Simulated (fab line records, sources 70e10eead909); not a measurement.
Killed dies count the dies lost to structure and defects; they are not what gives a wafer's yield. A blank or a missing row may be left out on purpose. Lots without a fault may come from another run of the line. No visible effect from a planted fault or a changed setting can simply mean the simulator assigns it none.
What tool caused it? ; flow nand-harc ; 24 lots with 72 wafers sampled at 6 steps, on a route of 1159 steps

== WHAT EACH GAUGE READ, for each wafer ==
Not one reading of a measure or inspect step in the record can be checked against a usual standard deviation.

== EACH LOT AND THE TOOL THAT RAN IT (in order: tool; ch and the chambers of the sampled wafers; start) ==
lot;NHARC_P_GATE_ETCHBACK_37;NHARC_P_GATE_DESCUM_61;NHARC_P_M0_PRE_CLEAN_31;NHARC_P_M1_STRIP_18;NHARC_P_M2_DEGAS_29;NHARC_P_M2_ANNEAL_31
L074;rie-diel-13 ch 0,3, day 5 04:07 or earlier;rie-diel-06 ch 0,3, day 5 04:07;pecvd-01 ch 0,2, day 5 17:50;rie-diel-09 ch 0,1, day 5 19:43;pvd-sputter-01, day 6 00:35;rtp-anneal-02 ch 0, day 6 01:18
L075;rie-diel-06 ch 0,1, day 5 11:33 or earlier;rie-diel-05 ch 1,2,3, day 5 11:33;pecvd-01 ch 1,2, day 6 03:56;rie-diel-10 ch 0,2,3, day 6 05:50;pvd-sputter-01, day 6 10:57;rtp-anneal-01 ch 0, day 6 11:41
L077;rie-diel-06 ch 0,1, day 5 23:11 or earlier;rie-diel-06 ch 0,2,3, day 5 23:11;pecvd-02 ch 1,2, day 6 17:23;rie-diel-10 ch 0,1,3, day 6 19:12;pvd-sputter-01, day 7 00:05;rtp-anneal-02 ch 0, day 7 00:49
L076;rie-diel-06 ch 0,1,3, day 5 23:30 or earlier;rie-diel-05 ch 1,2, day 5 23:30;pecvd-03 ch 0,1,2, day 6 17:41;rie-diel-10 ch 0,2, day 6 19:35;pvd-sputter-02, day 7 00:23;rtp-anneal-02 ch 0, day 7 01:11
L078;rie-diel-06 ch 2,3, day 6 09:49 or earlier;rie-diel-06 ch 2,3, day 6 09:49;pecvd-01 ch 0,2, day 7 02:35;rie-diel-09 ch 0,1,3, day 7 04:33;pvd-sputter-01, day 7 09:40;rtp-anneal-02 ch 0, day 7 10:35
L079;rie-diel-06 ch 0,2,3, day 6 10:26 or earlier;rie-diel-06 ch 0,2,3, day 6 10:26;pecvd-03 ch 0,1,2, day 7 02:49;rie-diel-01 ch 0,1,3, day 7 04:44;pvd-sputter-02, day 7 10:21;rtp-anneal-02 ch 0, day 7 11:05
L080;rie-diel-06 ch 0,2,3, day 7 02:30 or earlier;rie-diel-05 ch 0,1, day 7 02:30;pecvd-01 ch 0,2, day 7 23:35;rie-diel-01 ch 1,2, day 8 01:20;pvd-sputter-01, day 8 06:10;rtp-anneal-01 ch 0, day 8 06:56
L082;rie-diel-13 ch 1,2, day 7 02:53 or earlier;rie-diel-13 ch 0,1, day 7 02:53;pecvd-01 ch 1,2, day 8 00:06;rie-diel-10 ch 0,1,3, day 8 02:01;pvd-sputter-02, day 8 07:08;rtp-anneal-01 ch 0, day 8 07:52
L081;rie-diel-06 ch 0,2,3, day 7 03:16 or earlier;rie-diel-13 ch 1,2, day 7 03:16;pecvd-02 ch 1,2, day 8 00:16;rie-diel-01 ch 2,3, day 8 02:11;pvd-sputter-01, day 8 07:26;rtp-anneal-02 ch 0, day 8 08:10
L083;rie-diel-06 ch 0,3, day 7 18:10 or earlier;rie-diel-05 ch 2,3, day 7 18:10;pecvd-02 ch 0,1,2, day 8 08:22;rie-diel-01 ch 1,2,3, day 8 10:16;pvd-sputter-03, day 8 15:05;rtp-anneal-02 ch 0, day 8 15:58
L084;rie-diel-06 ch 2,3, day 7 23:34 or earlier;rie-diel-06 ch 0,1, day 7 23:34;pecvd-01 ch 1,2, day 8 18:04;rie-diel-01 ch 0,1,3, day 8 19:55;pvd-sputter-01, day 9 00:33;rtp-anneal-02 ch 0, day 9 01:35
L085;rie-diel-05 ch 1,2,3, day 8 12:50 or earlier;rie-diel-13 ch 0,1,2, day 8 12:50;pecvd-03 ch 1,2, day 9 02:10;rie-diel-09 ch 1,2, day 9 03:56;pvd-sputter-03, day 9 08:40;rtp-anneal-02 ch 0, day 9 09:28
L086;rie-diel-13 ch 1,2, day 8 13:13 or earlier;rie-diel-05 ch 0,1,3, day 8 13:13;pecvd-03 ch 1,2, day 9 02:49;rie-diel-10 ch 0,1,3, day 9 04:46;pvd-sputter-02, day 9 09:35;rtp-anneal-02 ch 0, day 9 10:26
L087;rie-diel-13 ch 0,1, day 8 17:49 or earlier;rie-diel-05 ch 0,1, day 8 17:49;pecvd-03 ch 0,1,2, day 9 14:13;rie-diel-01 ch 0,3, day 9 16:29;pvd-sputter-02, day 9 21:37;rtp-anneal-02 ch 0, day 9 22:20
L089;rie-diel-06 ch 0,1, day 8 19:13 or earlier;rie-diel-06 ch 2,3, day 8 19:13;pecvd-03 ch 1,2, day 9 15:07;rie-diel-09 ch 0,2, day 9 17:01;pvd-sputter-01, day 9 21:52;rtp-anneal-01 ch 0, day 9 22:43
L088;rie-diel-06 ch 1,2,3, day 8 19:29 or earlier;rie-diel-06 ch 0,2,3, day 8 19:29;pecvd-01 ch 1,2, day 9 15:13;rie-diel-10 ch 2,3, day 9 17:10;pvd-sputter-03, day 9 22:14;rtp-anneal-02 ch 0, day 9 23:15
L090;rie-diel-06 ch 1,2, day 9 08:53 or earlier;rie-diel-06 ch 0,1, day 9 08:53;pecvd-02 ch 0,2, day 9 22:31;rie-diel-10 ch 0,3, day 10 00:27;pvd-sputter-01, day 10 08:03;rtp-anneal-01 ch 0, day 10 09:08
L091;rie-diel-05 ch 1,3, day 9 10:52 or earlier;rie-diel-06 ch 0,1,2, day 9 10:52;pecvd-01 ch 0,1,2, day 10 00:16;rie-diel-01 ch 0,2, day 10 02:09;pvd-sputter-03, day 10 08:01;rtp-anneal-02 ch 0, day 10 09:17
L093;rie-diel-13 ch 1,2, day 10 02:21 or earlier;rie-diel-13 ch 0,2, day 10 02:21;pecvd-03 ch 0,1,2, day 10 20:40;rie-diel-10 ch 0,2, day 10 22:44;pvd-sputter-01, day 11 03:55;rtp-anneal-01 ch 0, day 11 04:40
L092;rie-diel-13 ch 0,1,2, day 10 02:53 or earlier;rie-diel-06 ch 0,1,2, day 10 02:53;pecvd-03 ch 0,2, day 10 21:13;rie-diel-09 ch 0,3, day 10 23:06;pvd-sputter-02, day 11 04:28;rtp-anneal-01 ch 0, day 11 05:10
L095;rie-diel-06 ch 0,3, day 10 08:46 or earlier;rie-diel-06 ch 2,3, day 10 08:46;pecvd-02 ch 0,1, day 10 22:08;rie-diel-10 ch 0,1,2, day 11 00:17;pvd-sputter-01, day 11 05:14;rtp-anneal-01 ch 0, day 11 05:57
L094;rie-diel-13 ch 0,2, day 10 09:40 or earlier;rie-diel-06 ch 1,3, day 10 09:40;pecvd-03 ch 1,2, day 11 01:07;rie-diel-09 ch 0,1,3, day 11 03:12;pvd-sputter-02, day 11 08:32;rtp-anneal-02 ch 0, day 11 09:19
L096;rie-diel-13 ch 0,2,3, day 10 18:38 or earlier;rie-diel-06 ch 0,2,3, day 10 18:38;pecvd-03 ch 0,1,2, day 11 08:05;rie-diel-09 ch 0,1,2, day 11 10:08;pvd-sputter-03, day 11 14:58;rtp-anneal-01 ch 0, day 11 15:51
L097;rie-diel-06 ch 2,3, day 10 18:55 or earlier;rie-diel-13 ch 2,3, day 10 18:55;pecvd-03 ch 0,1, day 11 08:42;rie-diel-01 ch 1,2,3, day 11 10:47;pvd-sputter-01, day 11 15:55;rtp-anneal-01 ch 0, day 11 16:44
- NHARC_P_GATE_ETCHBACK_37: etches the open film in CHF3/O2, target depth 34.5 nm, time 17.2 s.
- NHARC_P_GATE_DESCUM_61: chemistry O2, time 3 s.
- NHARC_P_M0_PRE_CLEAN_31: time 12 s.
- NHARC_P_M1_STRIP_18: strips in N2/H2.
- NHARC_P_M2_DEGAS_29: time 60 s.
- NHARC_P_M2_ANNEAL_31: time 90 s.

== WHAT THE TOOLS THEMSELVES READ (means of the sampled wafers that have a number; where no wafer has one, the mark that the record gives instead) ==
NHARC_P_GATE_ETCHBACK_37. Usual: bias-w 200.1 W, standard deviation 0.6; drypump-motor-current-A 5.8 A, standard deviation 0.54; oes-product-au 0.95 a.u., standard deviation 0.036; rf-vpp-V 370.9 V, standard deviation 2.6; showerhead-plenum-p-Torr 2.41 Torr, standard deviation 0.11; throttle-valve-pct 20.572 %, standard deviation 0.0091.
lot;tool;bias-w (W);drypump-motor-current-A (A);oes-product-au (a.u.);rf-vpp-V (V);showerhead-plenum-p-Torr (Torr);throttle-valve-pct (%);flag
L074;rie-diel-13;200.4;6.2;0.93;370.5;2.42;20.570;
L075;rie-diel-06;200.2;5.4;0.92;368.1;2.30;20.582;
L077;rie-diel-06;200.5;5.3;1.00;368.7;2.34;20.564;
L076;rie-diel-06;200.5;5.8;0.93;369.8;2.39;20.569;
L078;rie-diel-06;199.7;5.5;1.01;373.9;2.53;20.574;
L079;rie-diel-06;200.1;5.7;0.93;372.1;2.48;20.573;
L080;rie-diel-06;200.3;5.6;1.00;372.1;2.48;20.564;
L082;rie-diel-13;200.0;6.1;0.93;369.4;2.39;20.572;
L081;rie-diel-06;200.4;5.6;0.95;372.9;2.48;20.572;
L083;rie-diel-06;199.7;5.7;0.93;370.7;2.43;20.568;
L084;rie-diel-06;200.1;6.1;0.92;373.8;2.53;20.567;
L085;rie-diel-05;199.8;5.9;1.01;371.7;2.47;20.572;
L086;rie-diel-13;200.0;5.9;1.00;370.3;2.41;20.567;
L087;rie-diel-13;200.3;6.0;0.92;368.0;2.28;20.568;
L089;rie-diel-06;200.6;5.3;0.93;369.0;2.34;20.573;
L088;rie-diel-06;200.0;5.7;0.92;372.7;2.44;20.573;
L090;rie-diel-06;199.7;5.3;0.92;369.0;2.34;20.571;
L091;rie-diel-05;200.2;6.0;1.00;372.9;2.51;20.578;
L093;rie-diel-13;199.2;6.1;0.93;370.6;2.38;20.575;
L092;rie-diel-13;199.9;6.0;0.93;369.7;2.34;20.571;
L095;rie-diel-06;200.6;6.2;0.93;371.7;2.47;20.572;
L094;rie-diel-13;199.9;5.9;0.92;367.7;2.30;20.558;
L096;rie-diel-13;200.6;6.0;0.98;370.5;2.39;20.580;
L097;rie-diel-06;199.9;5.6;1.01;373.5;2.52;20.581;

NHARC_P_GATE_DESCUM_61. Usual: drypump-motor-current-A 5.8 A, standard deviation 0.51; oes-product-au 1.002 a.u., standard deviation 0.0069; rf-vpp-V 58.0 V, standard deviation 0.92; showerhead-plenum-p-Torr 1.94 Torr, standard deviation 0.089; throttle-valve-pct 11.312 %, standard deviation 0.0099.
lot;tool;drypump-motor-current-A (A);oes-product-au (a.u.);rf-vpp-V (V);showerhead-plenum-p-Torr (Torr);throttle-valve-pct (%);flag
L074;rie-diel-06;6.2;0.995;58.9;1.98;11.309;
L075;rie-diel-05;5.9;1.010;57.9;1.98;11.321;
L077;rie-diel-06;5.6;1.005;58.3;1.98;11.308;
L076;rie-diel-05;5.7;1.013;57.5;1.97;11.312;
L078;rie-diel-06;5.6;1.000;58.7;2.02;11.309;
L079;rie-diel-06;5.6;1.005;58.6;1.98;11.316;
L080;rie-diel-05;6.0;1.007;58.7;2.05;11.308;
L082;rie-diel-13;6.1;0.995;57.5;1.85;11.309;
L081;rie-diel-13;5.9;0.996;57.0;1.93;11.315;
L083;rie-diel-05;6.0;0.997;57.7;1.94;11.310;
L084;rie-diel-06;5.3;1.000;57.9;1.86;11.324;
L085;rie-diel-13;6.0;1.001;57.2;1.87;11.313;
L086;rie-diel-05;6.1;1.000;58.6;2.01;11.325;
L087;rie-diel-05;6.0;1.000;58.9;2.04;11.311;
L089;rie-diel-06;6.1;1.003;58.5;2.02;11.303;
L088;rie-diel-06;5.6;1.005;57.4;1.98;11.302;
L090;rie-diel-06;5.4;0.994;58.6;1.83;11.319;
L091;rie-diel-06;5.2;0.998;57.6;1.90;11.314;
L093;rie-diel-13;5.8;0.998;57.4;1.89;11.316;
L092;rie-diel-06;5.3;1.005;57.6;1.90;11.315;
L095;rie-diel-06;5.5;1.005;58.0;2.02;11.314;
L094;rie-diel-06;6.2;0.997;57.9;1.94;11.314;
L096;rie-diel-06;5.7;1.001;56.9;1.97;11.316;
L097;rie-diel-13;6.0;0.998;58.5;1.96;11.302;

NHARC_P_M0_PRE_CLEAN_31. Usual: 661 W for heater-power-w, sd 75.
lot;tool;heater-power-w (W);flag
L074;pecvd-01;695;
L075;pecvd-01;644;
L077;pecvd-02;669;
L076;pecvd-03;666;
L078;pecvd-01;658;
L079;pecvd-03;695;
L080;pecvd-01;622;
L082;pecvd-01;668;
L081;pecvd-02;652;
L083;pecvd-02;645;
L084;pecvd-01;711;
L085;pecvd-03;685;
L086;pecvd-03;790;
L087;pecvd-03;686;
L089;pecvd-03;678;
L088;pecvd-01;684;
L090;pecvd-02;641;
L091;pecvd-01;690;
L093;pecvd-03;646;
L092;pecvd-03;619;
L095;pecvd-02;583;
L094;pecvd-03;649;
L096;pecvd-03;697;
L097;pecvd-03;612;

NHARC_P_M1_STRIP_18. Usual: drypump-motor-current-A 5.8 A, standard deviation 0.37; oes-product-au 1.004 a.u., standard deviation 0.0077; rf-vpp-V 90.9 V, standard deviation 1.1; showerhead-plenum-p-Torr 2.06 Torr, standard deviation 0.12; throttle-valve-pct 14.171 %, standard deviation 0.0084.
lot;tool;drypump-motor-current-A (A);oes-product-au (a.u.);rf-vpp-V (V);showerhead-plenum-p-Torr (Torr);throttle-valve-pct (%);flag
L074;rie-diel-09;5.9;1.002;91.0;2.01;14.168;
L075;rie-diel-10;5.6;1.007;91.6;2.13;14.171;
L077;rie-diel-10;5.7;1.008;90.6;2.03;14.177;
L076;rie-diel-10;5.6;1.000;91.4;2.19;14.165;
L078;rie-diel-09;5.9;1.000;91.6;2.10;14.170;
L079;rie-diel-01;5.7;0.996;90.7;2.06;14.172;
L080;rie-diel-01;5.6;0.997;90.8;2.09;14.172;
L082;rie-diel-10;5.7;1.002;90.5;2.03;14.176;
L081;rie-diel-01;6.2;1.017;90.1;2.06;14.175;
L083;rie-diel-01;5.9;1.001;91.1;2.08;14.169;
L084;rie-diel-01;5.7;1.008;89.9;2.06;14.175;
L085;rie-diel-09;5.8;1.014;91.0;1.98;14.178;
L086;rie-diel-10;5.7;1.016;91.2;2.03;14.177;
L087;rie-diel-01;6.0;1.006;90.6;1.98;14.174;
L089;rie-diel-09;6.0;1.009;90.7;2.12;14.166;
L088;rie-diel-10;5.5;1.011;90.5;2.13;14.174;
L090;rie-diel-10;5.6;0.994;91.4;2.12;14.171;
L091;rie-diel-01;6.4;1.006;91.3;1.94;14.177;
L093;rie-diel-10;5.6;0.994;91.4;2.19;14.175;
L092;rie-diel-09;6.0;1.006;91.3;2.18;14.170;
L095;rie-diel-10;5.7;1.005;90.2;2.10;14.164;
L094;rie-diel-09;5.9;0.995;91.2;2.10;14.176;
L096;rie-diel-09;6.0;1.005;91.2;2.04;14.172;
L097;rie-diel-01;5.9;1.004;91.0;2.08;14.169;

NHARC_P_M2_DEGAS_29. Usual: 331 W for heater-power-w, sd 36.
lot;tool;heater-power-w (W);flag
L074;pvd-sputter-01;313;
L075;pvd-sputter-01;320;
L077;pvd-sputter-01;294;
L076;pvd-sputter-02;359;
L078;pvd-sputter-01;321;
L079;pvd-sputter-02;380;
L080;pvd-sputter-01;324;
L082;pvd-sputter-02;372;
L081;pvd-sputter-01;310;
L083;pvd-sputter-03;301;
L084;pvd-sputter-01;321;
L085;pvd-sputter-03;300;
L086;pvd-sputter-02;371;
L087;pvd-sputter-02;375;
L089;pvd-sputter-01;333;
L088;pvd-sputter-03;315;
L090;pvd-sputter-01;324;
L091;pvd-sputter-03;313;
L093;pvd-sputter-01;303;
L092;pvd-sputter-02;380;
L095;pvd-sputter-01;310;
L094;pvd-sputter-02;386;
L096;pvd-sputter-03;306;
L097;pvd-sputter-01;317;

NHARC_P_M2_ANNEAL_31. Usual: 226.6 for wafer_temp_C_max, sd 0.38.
lot;tool;wafer_temp_C_max;flag
L074;rtp-anneal-02;226.7;
L075;rtp-anneal-01;226.6;
L077;rtp-anneal-02;227.1;
L076;rtp-anneal-02;226.4;
L078;rtp-anneal-02;226.9;
L079;rtp-anneal-02;227.1;
L080;rtp-anneal-01;226.5;
L082;rtp-anneal-01;226.3;
L081;rtp-anneal-02;226.7;
L083;rtp-anneal-02;226.5;
L084;rtp-anneal-02;226.7;
L085;rtp-anneal-02;226.3;
L086;rtp-anneal-02;226.9;
L087;rtp-anneal-02;227.2;
L089;rtp-anneal-01;226.2;
L088;rtp-anneal-02;227.3;
L090;rtp-anneal-01;226.4;
L091;rtp-anneal-02;226.8;
L093;rtp-anneal-01;226.5;
L092;rtp-anneal-01;226.2;
L095;rtp-anneal-01;226.5;
L094;rtp-anneal-02;226.9;
L096;rtp-anneal-01;226.4;
L097;rtp-anneal-01;226.5;

== THE ANSWER, worked out from the rows above alone ==
Rule: a lot is off if the mean of its wafers that have a number lies more than 3 standard deviations from the usual mean. Also off: a lot with no number at a reading for which 4 or more lots have one. All remaining lots with rows at the step are treated as sound. The gauges are gone through in route order, then the tools' own readings, and for those a lot's mean is taken as printed above. At the first step where some lot is off, the reading lying furthest off is the one used; lots without a number count as furthest.
None of the lots is off at any reading shown; this tells nothing.

== WHAT THE SIMULATOR HAD PUT IN ==
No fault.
